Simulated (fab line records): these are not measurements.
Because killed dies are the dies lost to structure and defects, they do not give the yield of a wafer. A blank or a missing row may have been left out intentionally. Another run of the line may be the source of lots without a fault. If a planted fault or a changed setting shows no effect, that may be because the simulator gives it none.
Which tool was responsible? | flow nand harc | 23 lots with 69 wafers sampled at 6 steps, on a route of 1159 steps

WHAT THE GAUGES SHOWED, per wafer
No reading from a measuring or inspecting step in the record can be judged against a usual standard deviation.

WHICH TOOL RAN EACH LOT (tool, then ch and the chambers of the sampled wafers, then the start)
lot  | NHARC_A_CONTACT_ETCH_123             | NHARC_A_CONTACT_ETCH_90            | NHARC_A_CONTACT_ETCH_124             | NHARC_A_CONTACT_ETCH_125             | NHARC_A_CONTACT_ETCH_131             | NHARC_A_CONTACT_ETCH_106
L074 | har cap etch-03 ch 0,1, day 16 07:49 | rie diel-04 ch 0,2, day 16 08:19   | har cap etch-02 ch 0,1, day 16 13:16 | har cap etch-02 ch 0,1, day 16 13:26 | har cap etch-02 ch 0,1, day 16 14:17 | rie diel-04 ch 0,2, day 16 15:36
L075 | har cap etch-01 ch 0,1, day 16 16:28 | rie diel-12 ch 2,3, day 16 17:05   | har cap etch-02 ch 0,1, day 16 23:23 | har cap etch-02 ch 0,1, day 16 23:35 | har cap etch-02 ch 0,1, day 17 00:26 | rie diel-04 ch 2,3, day 17 02:01
L077 | har cap etch-03 ch 0,1, day 16 16:58 | rie diel-12 ch 1,3, day 16 17:34   | har cap etch-03 ch 0,1, day 17 00:53 | har cap etch-03 ch 0,1, day 17 01:05 | har cap etch-03 ch 0,1, day 17 01:56 | rie diel-04 ch 1,2,3, day 17 04:31
L076 | har cap etch-01 ch 0,1, day 16 20:43 | rie diel-02 ch 0,1,2, day 16 21:17 | har cap etch-01 ch 0,1, day 17 04:46 | har cap etch-01 ch 0,1, day 17 04:57 | har cap etch-01 ch 0,1, day 17 05:49 | rie diel-12 ch 2,3, day 17 07:16
L079 | har cap etch-02 ch 0,1, day 17 05:28 | rie diel-12 ch 0,2,3, day 17 06:04 | har cap etch-01 ch 0,1, day 17 11:20 | har cap etch-01 ch 0,1, day 17 11:32 | har cap etch-01 ch 0,1, day 17 12:23 | rie diel-02 ch 0,3, day 17 13:45
L081 | har cap etch-02 ch 0,1, day 17 17:47 | rie diel-12 ch 1,2, day 17 18:18   | har cap etch-03 ch 0,1, day 17 23:18 | har cap etch-03 ch 0,1, day 17 23:32 | har cap etch-03 ch 0,1, day 18 00:41 | rie diel-12 ch 2,3, day 18 02:11
L080 | har cap etch-01 ch 0,1, day 17 20:02 | rie diel-12 ch 0,1,2, day 17 20:31 | har cap etch-01 ch 0,1, day 18 01:35 | har cap etch-01 ch 0,1, day 18 01:46 | har cap etch-01 ch 0,1, day 18 02:37 | rie diel-12 ch 0,2,3, day 18 03:57
L082 | har cap etch-01 ch 0,1, day 18 11:25 | rie diel-12 ch 0,1,2, day 18 12:01 | har cap etch-02 ch 0,1, day 18 17:32 | har cap etch-02 ch 0,1, day 18 17:44 | har cap etch-02 ch 0,1, day 18 18:34 | rie diel-02 ch 0,2,3, day 18 19:59
L083 | har cap etch-03 ch 0,1, day 18 11:30 | rie diel-02 ch 1,2, day 18 12:15   | har cap etch-03 ch 0,1, day 18 17:15 | har cap etch-03 ch 0,1, day 18 17:27 | har cap etch-03 ch 0,1, day 18 18:18 | rie diel-12 ch 1,2, day 18 19:40
L085 | har cap etch-01 ch 0,1, day 19 00:42 | rie diel-02 ch 0,1,3, day 19 01:19 | har cap etch-02 ch 0,1, day 19 06:46 | har cap etch-02 ch 0,1, day 19 06:58 | har cap etch-02 ch 0,1, day 19 07:49 | rie diel-04 ch 1,2,3, day 19 09:19
L084 | har cap etch-03 ch 0,1, day 19 01:01 | rie diel-04 ch 1,2,3, day 19 01:38 | har cap etch-03 ch 0,1, day 19 07:58 | har cap etch-03 ch 0,1, day 19 08:09 | har cap etch-03 ch 0,1, day 19 09:00 | rie diel-12 ch 0,2, day 19 10:20
L087 | har cap etch-01 ch 0, day 19 10:26   | rie diel-12 ch 0,2, day 19 11:02   | har cap etch-03 ch 0,1, day 19 16:48 | har cap etch-03 ch 0,1, day 19 17:00 | har cap etch-03 ch 0,1, day 19 17:51 | rie diel-12 ch 0,1, day 19 19:20
L088 | har cap etch-02 ch 1, day 19 10:55   | rie diel-02 ch 0,1,2, day 19 11:28 | har cap etch-01 ch 0,1, day 19 17:15 | har cap etch-01 ch 0,1, day 19 17:26 | har cap etch-01 ch 0,1, day 19 18:17 | rie diel-02 ch 0,2,3, day 19 19:50
L086 | har cap etch-01 ch 0,1, day 19 14:29 | rie diel-02 ch 0,1,2, day 19 15:07 | har cap etch-02 ch 0,1, day 19 20:26 | har cap etch-02 ch 0,1, day 19 20:37 | har cap etch-02 ch 0,1, day 19 21:28 | rie diel-02 ch 0,2,3, day 19 22:50
L089 | har cap etch-02 ch 0,1, day 20 03:58 | rie diel-12 ch 0,1,2, day 20 04:31 | har cap etch-02 ch 0,1, day 20 09:30 | har cap etch-02 ch 0,1, day 20 09:42 | har cap etch-02 ch 0,1, day 20 10:34 | rie diel-02 ch 1,2,3, day 20 11:55
L090 | har cap etch-03 ch 0, day 20 05:19   | rie diel-02 ch 0,1,3, day 20 05:53 | har cap etch-03 ch 1, day 20 12:36   | har cap etch-03 ch 1, day 20 12:48   | har cap etch-03 ch 1, day 20 13:39   | rie diel-02 ch 2,3, day 20 15:01
L092 | har cap etch-01 ch 0,1, day 20 16:01 | rie diel-12 ch 0,2,3, day 20 16:34 | har cap etch-02 ch 0,1, day 20 22:15 | har cap etch-02 ch 0,1, day 20 22:26 | har cap etch-02 ch 0,1, day 20 23:17 | rie diel-12 ch 2,3, day 21 00:37
L091 | har cap etch-03 ch 0,1, day 20 19:14 | rie diel-04 ch 0,1,2, day 20 19:55 | har cap etch-01 ch 0,1, day 21 01:37 | har cap etch-01 ch 0,1, day 21 01:49 | har cap etch-01 ch 0,1, day 21 02:40 | rie diel-12 ch 1,2,3, day 21 04:23
L094 | har cap etch-01 ch 0,1, day 20 21:13 | rie diel-04 ch 0,1,3, day 20 21:49 | har cap etch-03 ch 0,1, day 21 02:43 | har cap etch-03 ch 0,1, day 21 02:55 | har cap etch-03 ch 0,1, day 21 03:46 | rie diel-12 ch 1,2,3, day 21 05:08
L093 | har cap etch-03 ch 0,1, day 20 22:01 | rie diel-12 ch 2,3, day 20 22:37   | har cap etch-02 ch 1, day 21 03:34   | har cap etch-02 ch 1, day 21 03:46   | har cap etch-02 ch 1, day 21 04:37   | rie diel-04 ch 0,2, day 21 06:04
L095 | har cap etch-03 ch 0,1, day 21 16:06 | rie diel-12 ch 0,1,2, day 21 16:43 | har cap etch-01 ch 0,1, day 21 21:53 | har cap etch-01 ch 0,1, day 21 22:05 | har cap etch-01 ch 0,1, day 21 22:56 | rie diel-12 ch 0,1,3, day 22 00:31
L097 | har cap etch-02 ch 0,1, day 21 21:55 | rie diel-12 ch 0,1, day 21 22:28   | har cap etch-02 ch 0,1, day 22 03:44 | har cap etch-02 ch 0,1, day 22 03:55 | har cap etch-02 ch 0,1, day 22 04:46 | rie diel-12 ch 0,3, day 22 06:08
L096 | har cap etch-03 ch 1, day 22 02:37   | rie diel-12 ch 0,2,3, day 22 03:14 | har cap etch-02 ch 0,1, day 22 10:33 | har cap etch-02 ch 0,1, day 22 10:44 | har cap etch-02 ch 0,1, day 22 11:35 | rie diel-04 ch 0,3, day 22 13:00
- NHARC_A_CONTACT_ETCH_123: etches the open film in C4F8/O2/Ar, time 253 s, target depth 1090 nm.
- NHARC_A_CONTACT_ETCH_90: etches the open film in CH3F/O2, target depth 40 nm, time 85.7 s.
- NHARC_A_CONTACT_ETCH_124: etches the open film in C4F8/O2/Ar, time 140 s, target depth 700 nm.
- NHARC_A_CONTACT_ETCH_125: etches the open film in C4F8/O2/Ar, time 155 s, target depth 956 nm.
- NHARC_A_CONTACT_ETCH_131: etches the open film in C4F8/O2/Ar, time 155 s, target depth 956 nm.
- NHARC_A_CONTACT_ETCH_106: etches the open film in CF4/O2, target depth 60 nm, overetch 6 nm, time 33 s.

WHAT THE TOOLS THEMSELVES READ (means of the sampled wafers that have a number; where no wafer has one, the mark that the record gives instead)
NHARC_A_CONTACT_ETCH_123.
lot  | tool            | chamber pressure mTorr (mTorr)
L074 | har cap etch-03 | 19.995
L075 | har cap etch-01 | 19.991
L077 | har cap etch-03 | 20.009
L076 | har cap etch-01 | 20.001
L079 | har cap etch-02 | 20.005
L081 | har cap etch-02 | 19.983
L080 | har cap etch-01 | 20.009
L082 | har cap etch-01 | 19.981
L083 | har cap etch-03 | 19.996
L085 | har cap etch-01 | 19.994
L084 | har cap etch-03 | 19.992
L087 | har cap etch-01 | 20.021
L088 | har cap etch-02 | 19.996
L086 | har cap etch-01 | 19.995
L089 | har cap etch-02 | 19.994
L090 | har cap etch-03 | 20.006
L092 | har cap etch-01 | 20.021
L091 | har cap etch-03 | 20.009
L094 | har cap etch-01 | 20.005
L093 | har cap etch-03 | 20.018
L095 | har cap etch-03 | 19.990
L097 | har cap etch-02 | 20.008
L096 | har cap etch-03 | 20.000

NHARC_A_CONTACT_ETCH_90.
lot  | tool        | chamber pressure mTorr (mTorr) | drypump motor current A (A) | oes product au (a.u.) | rf vpp V (V) | showerhead plenum p Torr (Torr) | throttle valve pct (%)
L074 | rie diel-04 | 24.954                         | 5.8                         | 1.01                  | 243.5        | 2.43                            | 20.665
L075 | rie diel-12 | 24.994                         | 5.5                         | 0.94                  | 243.5        | 2.39                            | 20.661
L077 | rie diel-12 | 25.022                         | 5.7                         | 0.94                  | 244.2        | 2.43                            | 20.656
L076 | rie diel-02 | 24.980                         | 5.6                         | 1.02                  | 245.3        | 2.52                            | 20.666
L079 | rie diel-12 | 24.992                         | 5.6                         | 1.00                  | 244.3        | 2.40                            | 20.667
L081 | rie diel-12 | 25.014                         | 5.0                         | 0.94                  | 244.3        | 2.46                            | 20.665
L080 | rie diel-12 | 24.972                         | 5.1                         | 1.00                  | 244.4        | 2.47                            | 20.666
L082 | rie diel-12 | 24.986                         | 5.1                         | 1.00                  | 244.8        | 2.47                            | 20.658
L083 | rie diel-02 | 24.986                         | 5.3                         | 1.02                  | 246.2        | 2.59                            | 20.667
L085 | rie diel-02 | 25.023                         | 5.6                         | 0.94                  | 244.5        | 2.45                            | 20.671
L084 | rie diel-04 | 25.011                         | 5.3                         | 0.93                  | 243.9        | 2.39                            | 20.670
L087 | rie diel-12 | 24.993                         | 5.3                         | 1.00                  | 244.1        | 2.41                            | 20.668
L088 | rie diel-02 | 25.001                         | 5.6                         | 0.93                  | 244.6        | 2.51                            | 20.653
L086 | rie diel-02 | 25.019                         | 5.6                         | 0.94                  | 244.2        | 2.51                            | 20.662
L089 | rie diel-12 | 24.989                         | 5.1                         | 0.93                  | 244.3        | 2.47                            | 20.662
L090 | rie diel-02 | 24.997                         | 5.6                         | 0.96                  | 244.3        | 2.44                            | 20.661
L092 | rie diel-12 | 24.996                         | 5.6                         | 0.92                  | 242.7        | 2.39                            | 20.669
L091 | rie diel-04 | 25.034                         | 5.5                         | 1.02                  | 243.5        | 2.42                            | 20.659
L094 | rie diel-04 | 24.992                         | 5.2                         | 1.00                  | 243.8        | 2.39                            | 20.656
L093 | rie diel-12 | 25.014                         | 5.5                         | 0.93                  | 242.9        | 2.38                            | 20.666
L095 | rie diel-12 | 24.994                         | 5.1                         | 0.94                  | 244.1        | 2.47                            | 20.664
L097 | rie diel-12 | 24.998                         | 5.2                         | 0.98                  | 245.0        | 2.48                            | 20.669
L096 | rie diel-12 | 25.019                         | 5.6                         | 0.93                  | 243.4        | 2.39                            | 20.666

NHARC_A_CONTACT_ETCH_124.
lot  | tool            | chamber pressure mTorr (mTorr)
L074 | har cap etch-02 | 20.008
L075 | har cap etch-02 | 19.989
L077 | har cap etch-03 | 19.999
L076 | har cap etch-01 | 20.002
L079 | har cap etch-01 | 20.011
L081 | har cap etch-03 | 20.012
L080 | har cap etch-01 | 19.991
L082 | har cap etch-02 | 19.988
L083 | har cap etch-03 | 20.006
L085 | har cap etch-02 | 20.001
L084 | har cap etch-03 | 19.990
L087 | har cap etch-03 | 19.983
L088 | har cap etch-01 | 19.980
L086 | har cap etch-02 | 20.021
L089 | har cap etch-02 | 19.989
L090 | har cap etch-03 | 20.012
L092 | har cap etch-02 | 20.016
L091 | har cap etch-01 | 20.007
L094 | har cap etch-03 | 19.993
L093 | har cap etch-02 | 19.994
L095 | har cap etch-01 | 19.997
L097 | har cap etch-02 | 19.996
L096 | har cap etch-02 | 20.014

NHARC_A_CONTACT_ETCH_125.
lot  | tool            | chamber pressure mTorr (mTorr)
L074 | har cap etch-02 | 19.977
L075 | har cap etch-02 | 20.013
L077 | har cap etch-03 | 19.989
L076 | har cap etch-01 | 19.990
L079 | har cap etch-01 | 20.005
L081 | har cap etch-03 | 20.014
L080 | har cap etch-01 | 20.008
L082 | har cap etch-02 | 19.999
L083 | har cap etch-03 | 20.000
L085 | har cap etch-02 | 20.017
L084 | har cap etch-03 | 20.013
L087 | har cap etch-03 | 20.006
L088 | har cap etch-01 | 20.010
L086 | har cap etch-02 | 20.007
L089 | har cap etch-02 | 19.990
L090 | har cap etch-03 | 20.004
L092 | har cap etch-02 | 20.012
L091 | har cap etch-01 | 19.990
L094 | har cap etch-03 | 19.974
L093 | har cap etch-02 | 19.979
L095 | har cap etch-01 | 20.000
L097 | har cap etch-02 | 19.996
L096 | har cap etch-02 | 19.983

NHARC_A_CONTACT_ETCH_131.
lot  | tool            | chamber pressure mTorr (mTorr)
L074 | har cap etch-02 | 20.001
L075 | har cap etch-02 | 20.011
L077 | har cap etch-03 | 19.999
L076 | har cap etch-01 | 20.004
L079 | har cap etch-01 | 19.999
L081 | har cap etch-03 | 20.007
L080 | har cap etch-01 | 19.990
L082 | har cap etch-02 | 20.017
L083 | har cap etch-03 | 20.006
L085 | har cap etch-02 | 20.000
L084 | har cap etch-03 | 20.009
L087 | har cap etch-03 | 20.001
L088 | har cap etch-01 | 20.007
L086 | har cap etch-02 | 19.995
L089 | har cap etch-02 | 19.996
L090 | har cap etch-03 | 20.005
L092 | har cap etch-02 | 19.994
L091 | har cap etch-01 | 20.003
L094 | har cap etch-03 | 19.986
L093 | har cap etch-02 | 19.995
L095 | har cap etch-01 | 20.013
L097 | har cap etch-02 | 19.986
L096 | har cap etch-02 | 20.002

NHARC_A_CONTACT_ETCH_106.
lot  | tool        | cf4 flow sccm (sccm) | chamber pressure mTorr (mTorr) | drypump motor current A (A) | oes_o_777_au (a.u.) | oes product au (a.u.) | rf vpp V (V) | showerhead plenum p Torr (Torr) | throttle valve pct (%)
L074 | rie diel-04 | 79.91                | 29.969                         | 5.7                         | 1.000               | 1.002                 | 197.3        | 1.31                            | 13.397
L075 | rie diel-04 | 79.86                | 29.988                         | 5.7                         | 0.999               | 1.004                 | 196.9        | 1.30                            | 13.391
L077 | rie diel-04 | 80.02                | 30.003                         | 5.3                         | 1.004               | 1.004                 | 197.0        | 1.30                            | 13.396
L076 | rie diel-12 | 79.83                | 30.008                         | 5.5                         | 1.001               | 1.010                 | 197.2        | 1.30                            | 13.403
L079 | rie diel-02 | 79.63                | 29.996                         | 5.6                         | 0.999               | 1.011                 | 197.7        | 1.32                            | 13.400
L081 | rie diel-12 | 79.81                | 29.998                         | 5.8                         | 1.000               | 1.004                 | 197.7        | 1.28                            | 13.399
L080 | rie diel-12 | 80.00                | 30.014                         | 5.6                         | 1.005               | 1.010                 | 196.9        | 1.30                            | 13.411
L082 | rie diel-02 | 79.76                | 30.000                         | 5.5                         | 0.998               | 1.009                 | 197.5        | 1.36                            | 13.397
L083 | rie diel-12 | 80.01                | 29.992                         | 5.0                         | 1.002               | 0.999                 | 197.5        | 1.33                            | 13.394
L085 | rie diel-04 | 79.87                | 30.000                         | 5.3                         | 1.001               | 1.004                 | 197.2        | 1.30                            | 13.394
L084 | rie diel-12 | 80.06                | 30.010                         | 5.3                         | 1.004               | 1.006                 | 197.5        | 1.31                            | 13.391
L087 | rie diel-12 | 79.95                | 29.993                         | 4.9                         | 1.000               | 0.983                 | 198.9        | 1.38                            | 13.394
L088 | rie diel-02 | 79.90                | 30.002                         | 5.5                         | 1.002               | 1.016                 | 197.7        | 1.36                            | 13.399
L086 | rie diel-02 | 79.78                | 29.980                         | 5.5                         | 1.004               | 1.013                 | 198.1        | 1.36                            | 13.391
L089 | rie diel-02 | 79.90                | 30.017                         | 5.4                         | 1.000               | 1.018                 | 199.2        | 1.37                            | 13.397
L090 | rie diel-02 | 79.93                | 29.994                         | 5.3                         | 0.997               | 1.006                 | 197.7        | 1.36                            | 13.393
L092 | rie diel-12 | 80.07                | 30.029                         | 5.5                         | 0.998               | 1.014                 | 197.3        | 1.29                            | 13.407
L091 | rie diel-12 | 80.11                | 30.020                         | 5.4                         | 1.002               | 0.997                 | 198.2        | 1.32                            | 13.403
L094 | rie diel-12 | 79.98                | 30.020                         | 5.4                         | 1.002               | 0.997                 | 197.3        | 1.32                            | 13.398
L093 | rie diel-04 | 80.14                | 30.032                         | 5.7                         | 0.996               | 1.005                 | 197.6        | 1.31                            | 13.400
L095 | rie diel-12 | 79.84                | 29.994                         | 5.5                         | 0.998               | 0.987                 | 198.0        | 1.33                            | 13.396
L097 | rie diel-12 | 80.08                | 29.986                         | 6.0                         | 0.997               | 0.990                 | 196.2        | 1.29                            | 13.399
L096 | rie diel-04 | 80.27                | 29.995                         | 5.5                         | 1.000               | 0.999                 | 196.2        | 1.29                            | 13.389

THE ANSWER, worked out from the rows above alone
Rule: usual is defined by the lots themselves. The widest of any qualifying gaps counts: lots, ordered by their means at a reading, are off when they make up no more than a third of the lots, leave a main group of 4 or more, and stand apart from it by 3 or more times the standard deviation of that group's means. A main group is skipped when, at the precision printed for the reading in the tables above, its means are all equal. A lot without any number at a reading at which 4 lots or more have one is off too. Any other lot the step has rows for is counted as sound. Order of review: gauges by route order, followed by the tools' own readings, for which a lot's mean as printed above is used. At the first step where some lot is off, the reading lying furthest off is the one used; lots without a number count as furthest.
Nothing can be told from this: no lot is off at any reading shown.

WHAT HAD BEEN PUT IN BY THE SIMULATOR
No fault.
